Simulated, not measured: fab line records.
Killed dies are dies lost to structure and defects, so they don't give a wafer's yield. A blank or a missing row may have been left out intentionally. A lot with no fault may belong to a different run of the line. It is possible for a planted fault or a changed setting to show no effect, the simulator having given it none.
fab line records -- flow nandHarc
[record] lots = 12, wafers = 34, lastDay = 33
route steps=1302 shown A_CONTACT@999 END@1302
lots that met no fault: taken from a fault-free run of the same line
startH: start of the lot's first displayed wafer, in hours after the record's first day -- waitH: hours elapsed since this lot's preceding step -- " unchanged from the row above -- L1.1+2: a single row standing in for several wafers -- - either no value or no given start -- * or withheld: withheld -- < > ~ a bound
route shown NAME@n: names a module that has steps shown in the file, with the first one's number in the route -- usual: mean/standard deviation of fault-free wafers -- same: alike in all rows -- chamber/n: place in a boat -- sites: each site's reading -- _std_site: the values' standard deviation -- _edge_site: the outer-site mean with the inner-site mean subtracted -- radiusMm: for every site, how far away it sits from the centre of the wafer -- mask NAME#n: copy n -- behind: the most recent tool/chamber to have shaped the wafer -- hold: reason for holding the lot/hours on hold/outcome of the hold -- device: which transistor (n, p or np) failed to switch -- end of line: the same wafers' tests at the end of the route -- for a step that has no rows: nothing shown but its recipe -- killed: dies that structure and defects cost at the first sort, which is not the same as the wafer's yield -- map: per-die view of a wafer (x killed, . not killed, _ where there is no die)
set.NAME: the setting the step ran with; set.NAME@STEP: the setting that earlier step ran with -- model.NAME: the simulator's own value behind a step, which no gauge read
a sample of lots followed through the steps of the route, with each step as a table and each wafer as a row
services: from which hour (startH, from the record's first day; less than 0 if before it) a tool's chamber was out of use, for how many hours, and why
[[steps]]
[step NHARC_A_CONTACT_INSPECT_44]
[usual] rawDefectCount = 78/38
lot.wafer,tool,chamber,startH,waitH,rawDefectCount
L630.1,defectInspect-02,-,480.65,0.0,46
L630.3,defectInspect-02,-,480.65,0.0,56
L630.5,defectInspect-02,-,480.65,0.0,50
L632.1,defectInspect-01,-,509.91,0.0,115
L632.3,defectInspect-01,-,509.91,0.0,108
L632.4,defectInspect-01,-,509.91,0.0,94
L633.2,defectInspect-02,-,524.24,0.0,63
L633.5,defectInspect-02,-,524.24,0.0,53
L633.6,defectInspect-02,-,524.24,0.0,64
L634.1,defectInspect-01,-,525.28,0.0,88
L634.2,defectInspect-01,-,525.28,0.0,105
L634.3,defectInspect-01,-,525.28,0.0,101
L635.1,defectInspect-01,-,545.67,0.0,62
L635.4,defectInspect-01,-,545.67,0.0,78
L635.6,defectInspect-01,-,545.67,0.0,81
L638.2,defectInspect-02,-,569.54,0.0,27
L638.3,defectInspect-02,-,569.54,0.0,26
L638.6,defectInspect-02,-,569.54,0.0,23
L640.1,defectInspect-01,-,594.26,0.0,124
L640.2,defectInspect-01,-,594.26,0.0,126
L640.4,defectInspect-01,-,594.26,0.0,114
L643.3,defectInspect-02,-,639.45,0.0,47
L643.6,defectInspect-02,-,639.45,0.0,49
L646.1,defectInspect-01,-,645.71,0.0,112
L646.2,defectInspect-01,-,645.71,0.0,101
L646.5,defectInspect-01,-,645.71,0.0,101
L645.1,defectInspect-01,-,653.79,0.0,63
L645.6,defectInspect-01,-,653.79,0.0,55
L652.3,defectInspect-02,-,710.37,0.0,71
L652.4,defectInspect-02,-,710.37,0.0,57
L652.6,defectInspect-02,-,710.37,0.0,79
L653.1,defectInspect-02,-,710.52,0.0,89
L653.4,defectInspect-02,-,710.52,0.0,84
L653.5,defectInspect-02,-,710.52,0.0,80
[step NHARC_A_CONTACT_ETCH_48]
[recipe] targetDepthA = 390, overEtchFrac = 0.3, timeS = 65, ionEnergyEv = 80, cf4FlowSccm = 150, arFlowSccm = 0, rfW = 300, biasW = 100, chemistry = CF4
[usual] drypumpMotorCurrentA = 5.6/0.56, oesProductAu = 1.006/0.012, rfVppV = 151.6/1.2, runLengthS = 86.4/0.59, showerheadPlenumPTorr = 1.79/0.072, throttleValvePct = 13.284/0.0086
lot.wafer,tool,chamber,startH,waitH,drypumpMotorCurrentA,oesProductAu,rfHoursCounterH,rfVppV,runLengthS,showerheadPlenumPTorr,throttleValvePct
L630.1,rieDiel-01,3,480.80,0.1,5.3,1.020,31,152.6,85.7,1.79,13.296
L630.3,rieDiel-01,1,480.80,0.1,5.7,0.999,27,151.7,86.6,1.81,13.280
L630.5,rieDiel-01,3,480.80,0.1,5.4,1.010,-,151.8,86.0,1.79,13.291
L632.1,rieDiel-02,2,510.06,0.1,5.2,1.008,18,150.3,85.2,1.64,13.283
L632.3,rieDiel-02,3,510.06,0.1,6.5,0.988,19,151.0,86.4,1.74,13.279
L632.4,rieDiel-02,0,510.06,0.1,4.9,0.997,16,151.1,87.1,1.78,13.285
L633.2,rieDiel-01,3,524.44,0.1,5.3,1.003,44,150.1,85.7,1.78,13.295
L633.6,rieDiel-01,3,524.44,0.1,5.3,1.010,-,151.9,86.1,1.78,13.278
L633.5,rieDiel-01,0,524.44,0.1,5.1,1.016,-,152.0,86.1,1.86,13.268
L634.2,rieDiel-02,1,525.67,0.3,5.8,1.022,17,150.8,86.6,1.76,13.292
L634.1,rieDiel-02,2,525.67,0.3,5.2,1.013,22,149.7,85.8,1.64,13.284
L634.3,rieDiel-02,0,525.67,0.3,4.9,1.032,19,151.9,86.9,1.78,13.286
L635.4,rieDiel-02,2,545.81,0.1,5.2,1.009,27,148.2,85.3,1.64,13.286
L635.1,rieDiel-02,1,545.81,0.1,5.7,1.009,22,151.0,86.6,1.76,13.273
L635.6,rieDiel-02,3,545.81,0.1,6.5,0.997,-,151.8,86.5,1.74,13.274
L638.3,rieDiel-01,0,569.68,0.1,5.1,0.978,0,154.1,86.7,1.86,13.278
L638.2,rieDiel-01,3,569.68,0.1,5.3,1.001,0,150.5,85.7,1.78,13.288
L638.6,rieDiel-01,1,569.68,0.1,5.7,0.990,-,153.5,87.1,1.80,13.276
L640.2,rieDiel-02,1,594.44,0.1,5.7,1.012,3,150.1,87.1,1.75,13.295
L640.1,rieDiel-02,2,594.44,0.1,5.2,0.989,3,153.4,85.3,1.91,13.287
L640.4,rieDiel-02,3,594.44,0.1,6.4,1.015,2,151.3,86.6,1.74,13.296
L643.3,rieDiel-02,3,639.62,0.1,6.5,1.007,8,150.8,133.9,1.74,13.268
L643.6,rieDiel-02,1,639.62,0.1,5.7,1.018,-,150.1,86.6,1.75,13.266
L646.2,rieDiel-02,2,645.86,0.1,5.2,1.000,13,152.1,85.3,1.90,13.293
L646.1,rieDiel-02,1,645.86,0.1,5.7,1.007,14,153.0,134.1,1.75,13.274
L646.5,rieDiel-02,3,645.86,0.1,6.4,1.012,-,150.9,86.4,1.74,13.301
L645.1,rieDiel-02,3,653.94,0.1,6.5,0.999,12,150.1,134.1,1.73,13.280
L645.6,rieDiel-02,2,653.94,0.1,5.2,0.993,-,152.8,85.3,1.90,13.278
L652.3,rieDiel-02,2,710.52,0.1,5.2,1.002,30,153.6,85.4,1.90,13.290
L652.4,rieDiel-02,3,710.52,0.1,6.4,1.004,22,150.9,86.3,1.73,13.288
L652.6,rieDiel-02,1,710.52,0.1,5.7,1.009,-,151.2,86.9,1.75,13.287
L653.1,rieDiel-13,0,710.67,0.1,5.9,1.000,2,152.4,87.0,1.84,13.292
L653.4,rieDiel-13,3,710.67,0.1,5.9,0.992,2,153.2,86.1,1.87,13.275
L653.5,rieDiel-13,1,710.67,0.1,6.5,0.994,-,151.7,86.3,1.88,13.286
[step NHARC_A_CONTACT_ETCH_50]
[recipe] targetDepthA = 1210, timeS = 60.5, cf4FlowSccm = 100, chf3FlowSccm = 30, arFlowSccm = 0, rfW = 500, biasW = 200, chemistry = CF4/CHF3
[usual] drypumpMotorCurrentA = 5.6/0.59, oesProductAu = 0.965/0.023, rfVppV = 371.2/2.3, runLengthS = 81.9/0.55, showerheadPlenumPTorr = 1.59/0.063, throttleValvePct = 16.803/0.0096
lot.wafer,tool,chamber,startH,waitH,drypumpMotorCurrentA,oesProductAu,rfHoursCounterH,rfVppV,runLengthS,showerheadPlenumPTorr,throttleValvePct
L630.1,rieDiel-01,1,-,-,5.6,0.968,27,371.0,82.1,1.61,16.819
L630.3,rieDiel-01,2,-,-,6.5,0.970,29,368.0,81.7,1.54,16.815
L630.5,rieDiel-01,0,-,-,5.1,1.004,-,372.9,81.7,1.66,16.823
L632.3,rieDiel-02,2,-,-,5.2,0.990,19,366.4,80.7,1.46,16.802
L632.4,rieDiel-02,0,-,-,4.9,0.979,16,371.0,83.0,1.58,16.798
L632.1,rieDiel-02,1,-,-,5.7,0.982,14,369.4,82.2,1.56,16.794
L633.2,rieDiel-01,2,-,-,6.6,0.922,42,369.0,81.7,1.53,16.812
L633.6,rieDiel-01,3,-,-,5.3,0.934,-,371.3,81.2,1.59,16.807
L633.5,rieDiel-01,0,-,-,5.1,0.941,-,374.0,82.2,1.66,16.808
L634.1,rieDiel-02,2,-,-,5.2,0.934,22,367.6,81.0,1.46,16.814
L634.2,rieDiel-02,0,-,-,4.9,0.942,19,371.3,82.3,1.58,16.788
L634.3,rieDiel-02,1,-,-,5.7,0.937,17,371.6,82.1,1.56,16.808
L635.4,rieDiel-02,0,-,-,4.9,0.988,24,371.0,82.4,1.58,16.802
L635.1,rieDiel-02,1,-,-,5.8,0.973,22,369.8,82.2,1.56,16.816
L635.6,rieDiel-02,1,-,-,5.7,0.973,-,371.3,82.1,1.56,16.791
L638.2,rieDiel-01,0,-,-,5.1,0.954,0,371.3,82.2,1.66,16.810
L638.3,rieDiel-01,1,-,-,5.7,0.965,0,370.3,82.1,1.60,16.804
L638.6,rieDiel-01,2,-,-,6.6,0.977,-,367.9,81.9,1.53,16.798
L640.1,rieDiel-02,3,-,-,6.4,0.987,3,371.0,82.0,1.54,16.807
L640.4,rieDiel-02,0,-,-,4.9,0.990,4,371.8,82.7,1.58,16.793
L640.2,rieDiel-02,1,-,-,5.8,0.978,4,370.5,82.1,1.56,16.806
L643.3,rieDiel-02,1,-,-,5.7,0.998,13,369.8,82.0,1.56,16.797
L643.6,rieDiel-02,1,-,-,5.7,0.991,-,369.6,82.3,1.56,16.802
L646.1,rieDiel-02,0,-,-,4.9,0.973,13,370.3,82.7,1.58,16.802
L646.2,rieDiel-02,1,-,-,5.7,0.972,15,370.0,82.2,1.56,16.796
L646.5,rieDiel-02,0,-,-,4.9,0.967,-,369.8,82.9,1.58,16.790
L645.1,rieDiel-02,2,-,-,5.2,0.919,16,375.0,80.9,1.70,16.802
L645.6,rieDiel-02,1,-,-,5.8,0.931,-,371.3,82.0,1.56,16.791
L652.4,rieDiel-02,3,-,-,6.5,0.962,22,370.8,82.1,1.54,16.807
L652.3,rieDiel-02,0,-,-,4.9,0.988,27,371.9,82.4,1.58,16.809
L652.6,rieDiel-02,0,-,-,4.9,0.979,-,369.8,82.3,1.58,16.801
L653.1,rieDiel-13,3,-,-,5.8,0.985,2,373.9,81.6,1.67,16.795
L653.4,rieDiel-13,1,-,-,6.5,0.956,2,372.9,81.7,1.67,16.803
L653.5,rieDiel-13,0,-,-,5.9,0.986,-,374.2,82.4,1.64,16.812
[step NHARC_A_CONTACT_ETCH_116]
[recipe] sourceW = withheld, pressureMtorr = 20, biasV = 3000, timeS = 190, targetDepthA = 18500, arFlowSccm = withheld, c4f8FlowSccm = withheld, o2FlowSccm = withheld, chemistry = C4F8/O2/Ar
[usual] runLengthS = 190/0
lot.wafer,tool,chamber,startH,waitH,rfHoursCounterH,runLengthS
L630.1,harCapEtch-03,1,483.51,0.1,40,190
L630.3,harCapEtch-03,1,483.51,0.1,-,190
L630.5,harCapEtch-03,0,483.51,0.1,-,190
L632.1,harCapEtch-02,0,512.67,0.1,86,190
L632.4,harCapEtch-02,0,512.67,0.1,-,190
L632.3,harCapEtch-02,1,512.67,0.1,-,190
L633.2,harCapEtch-03,1,527.33,0.1,47,190
L633.5,harCapEtch-03,0,527.33,0.1,-,190
L633.6,harCapEtch-03,1,527.33,0.1,-,190
L634.2,harCapEtch-01,0,528.66,0.1,3,190
L634.1,harCapEtch-01,1,528.66,0.1,3,190
L634.3,harCapEtch-01,0,528.66,0.1,-,190
L635.1,harCapEtch-03,0,548.45,0.1,53,190
L635.4,harCapEtch-03,1,548.45,0.1,-,190
L635.6,harCapEtch-03,0,548.45,0.1,-,190
L638.2,harCapEtch-01,0,572.29,0.1,10,190
L638.3,harCapEtch-01,1,572.29,0.1,-,190
L638.6,harCapEtch-01,1,572.29,0.1,-,190
L640.2,harCapEtch-02,0,597.69,0.1,101,190
L640.1,harCapEtch-02,1,597.69,0.1,101,190
L640.4,harCapEtch-02,1,597.69,0.1,-,190
L643.3,harCapEtch-02,1,642.30,0.1,-,190
L643.6,harCapEtch-02,1,642.30,0.1,-,190
L646.1,harCapEtch-03,0,648.49,0.1,69,190
L646.2,harCapEtch-03,1,648.49,0.1,69,190
L646.5,harCapEtch-03,1,648.49,0.1,-,190
L645.1,harCapEtch-01,1,656.57,0.1,23,190
L645.6,harCapEtch-01,1,656.57,0.1,-,190
L652.3,harCapEtch-01,1,713.19,0.1,-,190
L652.4,harCapEtch-01,0,713.19,0.1,-,190
L652.6,harCapEtch-01,0,713.19,0.1,-,190
L653.1,harCapEtch-03,1,713.34,0.1,82,190
L653.4,harCapEtch-03,1,713.34,0.1,-,190
L653.5,harCapEtch-03,0,713.34,0.1,-,190
[step NHARC_END_SORT_01]
[recipe] tempC = 25
[usual] killedAtArray = 56/20, killedAtOther = 0.9/1.1, killedAtPeriphery = 3.7/3, killedDies = 61/21, killedOpen = 2.9/1.6, killedShort = 2.6/1.4
[same] grossDies = 677
lot.wafer,tool,chamber,startH,waitH,killedAtArray,killedAtOther,killedAtPeriphery,killedDies,killedOpen,killedShort
L630.1,prober-01,0,564.72,2.5,37,0,5,42,3,3
L630.3,prober-01,0,566.33,3.1,52,1,1,54,2,1
L630.5,prober-01,0,567.93,3.7,45,0,5,50,2,1
L632.1,prober-01,0,588.19,2.5,37,2,2,41,4,3
L632.3,prober-01,0,589.78,3.1,69,0,4,73,1,2
L632.4,prober-01,0,590.57,3.4,61,1,3,65,4,3
L634.1,prober-01,0,596.24,2.5,54,1,1,56,3,2
L634.2,prober-01,0,597.06,2.8,77,0,3,80,4,4
L634.3,prober-01,0,597.87,3.1,76,0,5,81,3,3
L633.2,prober-02,0,597.06,2.8,50,1,3,54,4,2
L633.5,prober-02,0,599.43,3.7,33,4,2,39,3,3
L633.6,prober-02,0,600.22,4.0,45,2,4,51,1,2
L635.1,prober-01,0,614.94,2.5,42,1,2,45,3,3
L635.4,prober-01,0,617.31,3.4,47,0,0,47,1,2
L635.6,prober-01,0,618.88,3.9,52,0,0,52,0,3
L638.2,prober-01,0,640.87,2.8,46,0,1,47,5,6
L638.3,prober-01,0,641.67,3.1,38,0,3,41,2,1
L638.6,prober-01,0,644.06,4.0,35,1,2,38,3,5
L645.1,prober-02,0,724.84,2.5,43,0,4,47,2,3
L645.6,prober-02,0,728.79,4.0,40,0,2,42,2,3
// killed by level:class
L630.1 A_SLIT:chamberFilmFlake=18 A_CHANNEL_HOLE_D2:chamberFilmFlake=7 P_CONTACT:chamberFilmFlake=3 A_STAIRCASE:chamberFilmFlake=3 A_WL_FILL:geometricParticle:short=2 A_CONTACT:chamberFilmFlake=2 A_ONON_D2:geometricParticle:open=1 A_ONON_D2:geometricParticle:short=1
L630.3 A_SLIT:chamberFilmFlake=31 A_STAIRCASE:chamberFilmFlake=8 A_CHANNEL_HOLE_D2:chamberFilmFlake=5 A_WL_FILL:chamberFilmFlake=2 A_M0:chamberFilmFlake=2 A_WL_FILL:geometricParticle:short=1 A_WL_FILL:geometricParticle:open=1 P_CONTACT:chamberFilmFlake=1
L630.5 A_SLIT:chamberFilmFlake=26 A_STAIRCASE:chamberFilmFlake=10 A_WL_FILL:chamberFilmFlake=3 P_CONTACT:chamberFilmFlake=2 A_M0:chamberFilmFlake=2 P_STI:geometricParticle:short=1 P_STI:geometricParticle:open=1 P_M0:geometricParticle:open=1
L632.1 A_CHANNEL_HOLE_D2:chamberFilmFlake=14 A_CHANNEL_HOLE_D1:chamberFilmFlake=9 A_CONTACT:chamberFilmFlake=6 A_BLC:geometricParticle:open=2 P_GATE:chamberFilmFlake=2 THIN_TSV:chamberFilmFlake=2 A_ONON_D1:geometricParticle:short=1 A_CHANNEL_FILL_D1:geometricParticle:open=1
L632.3 A_CHANNEL_HOLE_D1:chamberFilmFlake=31 A_CHANNEL_HOLE_D2:chamberFilmFlake=17 A_CONTACT:chamberFilmFlake=13 P_GATE:chamberFilmFlake=4 A_STAIRCASE:chamberFilmFlake=2 A_SGD_CUT:geometricParticle:short=1 A_WL_FILL:geometricParticle:short=1 A_CONTACT:geometricParticle:open=1
L632.4 A_CHANNEL_HOLE_D2:chamberFilmFlake=23 A_CHANNEL_HOLE_D1:chamberFilmFlake=19 A_CONTACT:chamberFilmFlake=10 A_STAIRCASE:chamberFilmFlake=3 P_M1:geometricParticle:short=1 A_CHANNEL_FILL_D1:geometricParticle:open=1 A_CHANNEL_FILL_D1:geometricParticle:short=1 A_ONON_D2:geometricParticle:short=1
L634.1 A_SLIT:chamberFilmFlake=26 A_CHANNEL_HOLE_D2:chamberFilmFlake=21 A_CONTACT:chamberFilmFlake=2 A_ONON_D1:geometricParticle:open=1 A_ONON_D2:geometricParticle:short=1 A_ONON_D2:geometricParticle:open=1 A_CHANNEL_FILL_D2:geometricParticle:short=1 P_GATE:chamberFilmFlake=1
L634.2 A_CHANNEL_HOLE_D2:chamberFilmFlake=35 A_SLIT:chamberFilmFlake=24 A_CHANNEL_HOLE_D1:chamberFilmFlake=4 A_CONTACT:chamberFilmFlake=3 A_STAIRCASE:chamberFilmFlake=3 A_M0:geometricParticle:open=2 P_CONTACT:geometricParticle:short=1 P_M2:geometricParticle:open=1
L633.2 A_CHANNEL_HOLE_D1:chamberFilmFlake=31 A_CHANNEL_HOLE_D2:chamberFilmFlake=10 P_M2:chamberFilmFlake=2 A_CHANNEL_HOLE_D1:geometricParticle:short=1 A_CHANNEL_HOLE_D1:geometricParticle:open=1 A_CHANNEL_FILL_D1:geometricParticle:open=1 A_ONON_D2:geometricParticle:open=1 A_ONON_D2:geometricParticle:short=1
L634.3 A_CHANNEL_HOLE_D2:chamberFilmFlake=37 A_SLIT:chamberFilmFlake=23 A_CONTACT:chamberFilmFlake=4 A_CHANNEL_HOLE_D1:chamberFilmFlake=3 A_STAIRCASE:chamberFilmFlake=2 A_WL_FILL:chamberFilmFlake=2 P_CONTACT:geometricParticle:open=1 P_M0:geometricParticle:short=1
L633.5 A_CHANNEL_HOLE_D1:chamberFilmFlake=17 A_CHANNEL_HOLE_D2:chamberFilmFlake=5 THIN_TSV:chamberFilmFlake=4 A_CONTACT:chamberFilmFlake=3 A_DECK1_JOINT:geometricParticle:short=1 A_DECK1_JOINT:geometricParticle:open=1 A_ONON_D2:geometricParticle:open=1 A_ONON_D2:geometricParticle:short=1
L633.6 A_CHANNEL_HOLE_D1:chamberFilmFlake=31 A_CHANNEL_HOLE_D2:chamberFilmFlake=7 A_M1:chamberFilmFlake=3 A_CONTACT:chamberFilmFlake=2 THIN_TSV:chamberFilmFlake=2 P_STI:geometricParticle:short=1 P_CONTACT:geometricParticle:short=1 A_ONON_D1:geometricParticle:open=1
L635.1 A_SLIT:chamberFilmFlake=24 A_CHANNEL_HOLE_D2:chamberFilmFlake=9 A_CHANNEL_FILL_D1:geometricParticle:short=2 A_CHANNEL_FILL_D2:geometricParticle:open=2 A_CONTACT:chamberFilmFlake=2 P_STI:geometricParticle:short=1 A_CHANNEL_FILL_D1:geometricParticle:open=1 P_ZERO_WELL:chamberFilmFlake=1
L635.4 A_SLIT:chamberFilmFlake=32 A_CHANNEL_HOLE_D2:chamberFilmFlake=5 A_CHANNEL_HOLE_D1:chamberFilmFlake=2 A_CHANNEL_FILL_D1:chamberFilmFlake=2 A_CONTACT:chamberFilmFlake=2 A_ONON_D1:geometricParticle:short=1 A_CHANNEL_FILL_D1:geometricParticle:short=1 A_ONON_D2:geometricParticle:open=1
L635.6 A_SLIT:chamberFilmFlake=36 A_CHANNEL_HOLE_D2:chamberFilmFlake=4 A_ZERO_WELL:chamberFilmFlake=2 A_CHANNEL_HOLE_D1:chamberFilmFlake=2 A_CHANNEL_FILL_D1:chamberFilmFlake=2 A_CHANNEL_FILL_D1:geometricParticle:short=1 A_ONON_D2:geometricParticle:short=1 A_M0:geometricParticle:short=1
L638.2 A_CONTACT:chamberFilmFlake=14 A_CHANNEL_HOLE_D2:chamberFilmFlake=10 A_CHANNEL_HOLE_D1:chamberFilmFlake=7 A_WL_FILL:geometricParticle:short=3 A_WL_FILL:geometricParticle:open=2 A_CONTACT:geometricParticle:open=2 A_SGD_CUT:chamberFilmFlake=2 P_M0:geometricParticle:open=1
L638.3 A_CHANNEL_HOLE_D2:chamberFilmFlake=12 A_CONTACT:chamberFilmFlake=12 A_CHANNEL_HOLE_D1:chamberFilmFlake=4 A_WL_FILL:chamberFilmFlake=3 P_ZERO_WELL:chamberFilmFlake=2 A_SLIT:chamberFilmFlake=2 A_CHANNEL_FILL_D1:geometricParticle:open=1 A_CHANNEL_HOLE_D2:geometricParticle:short=1
L638.6 A_CHANNEL_HOLE_D2:chamberFilmFlake=11 A_CONTACT:chamberFilmFlake=8 A_CHANNEL_FILL_D1:chamberFilmFlake=3 A_WL_FILL:geometricParticle:short=2 A_M0:geometricParticle:open=2 A_CHANNEL_HOLE_D1:chamberFilmFlake=2 A_STAIRCASE:chamberFilmFlake=2 A_SLIT:chamberFilmFlake=2
L645.1 A_CHANNEL_HOLE_D1:chamberFilmFlake=27 A_SLIT:chamberFilmFlake=5 A_STAIRCASE:chamberFilmFlake=3 P_STI:chamberFilmFlake=2 P_GATE:chamberFilmFlake=2 A_DECK1_JOINT:geometricParticle:open=1 A_DECK1_JOINT:geometricParticle:short=1 A_CHANNEL_FILL_D2:geometricParticle:short=1
L645.6 A_CHANNEL_HOLE_D1:chamberFilmFlake=21 A_STAIRCASE:chamberFilmFlake=6 A_DECK1_JOINT:chamberFilmFlake=2 A_CHANNEL_HOLE_D2:geometricParticle:short=1 A_DECK1_JOINT:geometricParticle:short=1 A_DECK1_JOINT:geometricParticle:open=1 A_CHANNEL_HOLE_D2:geometricParticle:open=1 A_CHANNEL_FILL_D2:geometricParticle:short=1
[[services]]
tool,chamber,startH,hours,kind
rieDiel-02,0,476.21,-,clean
rieDiel-02,1,476.21,-,clean
rieDiel-02,2,476.21,-,clean
rieDiel-02,3,476.21,-,clean
rieDiel-02,1,480.12,4.6,repair
rieDiel-02,1,487.23,6.2,repair
harCapEtch-01,-,497.00,17.0,pm
rieDiel-02,0,500.86,-,clean
rieDiel-02,1,500.86,-,clean
rieDiel-02,3,524.81,10.6,repair
harCapEtch-01,-,541.82,0.2,repair
rieDiel-13,3,543.83,9.8,repair
rieDiel-02,2,547.21,2.3,repair
rieDiel-01,-,559.24,9.0,pm
rieDiel-02,-,570.71,9.0,pm
rieDiel-02,-,599.33,2.7,repair
rieDiel-13,2,615.96,3.5,repair
rieDiel-01,1,618.38,3.1,repair
rieDiel-02,3,624.85,8.1,repair
rieDiel-01,0,644.13,5.0,repair
rieDiel-01,-,644.34,1.1,repair
rieDiel-01,-,688.31,0.2,repair
rieDiel-13,-,696.07,9.0,pm
rieDiel-02,3,699.41,8.9,repair
[[key]]
[firstSign] step = NHARC_A_CONTACT_ETCH_48, reading = runLengthS, direction = up, sigmas = 80, usual = *, struck = *
effect none on later readings
metAt NHARC_A_CONTACT_ETCH_48
struckLots L643,L645,L646
struckWafers L643.3,L645.1,L646.1
testerLeftOut L643,L645,L646
notActingAt NHARC_A_CONTACT_INSPECT_44,NHARC_A_CONTACT_ETCH_50,NHARC_A_CONTACT_ETCH_116
onsetBetween 594.44 639.62
[fault] kind = processParameterDrift, tool = rieDiel-02, chamber = -, onsetH = 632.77, steps = NHARC_A_CONTACT_ETCH_48, channel = timeS, offset = *, shape = step, endH = 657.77, scope = struckWafersOnly, actsIn = *, stated = *
// testerLeftOut: of these lots the tester's yield and bins aren't shown, on N5 and GAA mostly nor the transistor test; their killed dies are dies lost to structure and defects alone, not to doping, threshold or leakage, so they don't give the yield
